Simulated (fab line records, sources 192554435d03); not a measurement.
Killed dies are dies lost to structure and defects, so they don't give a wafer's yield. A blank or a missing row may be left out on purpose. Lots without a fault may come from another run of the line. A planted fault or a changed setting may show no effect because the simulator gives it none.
Chamber matching | flow n5_finfet | N5_GATE_CUT_CMP_43 on cmp-02: 4 sister chambers
The step polishes SiO2. 4 wafers are shown with their chamber, then 11 later ones without.

WAFERS WITH THEIR CHAMBER
wafer  | chamber | motor_current_A (A)
L084.3 | 2       | 12.7
L084.4 | 0       | 11.6
L087.2 | 3       | 10.8
L090.1 | 1       | 11.7

WAFERS WITHOUT THEIR CHAMBER
wafer  | motor_current_A (A)
L090.5 | 13.2
L090.6 | 10.1
L091.2 | 10.8
L091.4 | 13.1
L091.6 | 10.5
L093.3 | 11.2
L093.4 | 10.9
L093.5 | 11.2
L096.1 | 10.7
L096.2 | 11.0
L096.3 | 13.0

WHICH CHAMBER EACH WENT THROUGH
wafer  | from the rows above          | in truth
L090.5 | 2                            | 2
L090.6 | 3                            | 3
L091.2 | 3                            | 3
L091.4 | 2                            | 2
L091.6 | 3                            | 3
L093.3 | can't be placed: 3 or 0 or 1 | 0
L093.4 | can't be placed: 3 or 0 or 1 | 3
L093.5 | can't be placed: 3 or 0 or 1 | 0
L096.1 | 3                            | 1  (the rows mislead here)
L096.2 | can't be placed: 3 or 0 or 1 | 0
L096.3 | 2                            | 2
Placed correctly: 6 of 11. Can't be placed from these rows: 4 (the true chamber is among the candidates in 4). Placed wrongly: 1.
How it was worked out, from the rows above alone: a wafer's distance from a chamber is the root of the sum, over the readings, of the square of ((its reading less the chamber's mean) divided by the reading's scatter). The wafer belongs to the nearest chamber; if the next one is less than 2 further off, it can't be placed. A chamber's mean is the mean of its shown wafers. The scatter: with one shown wafer a chamber, the root of the mean of the squares of how far each hidden wafer lies from its nearest shown one.
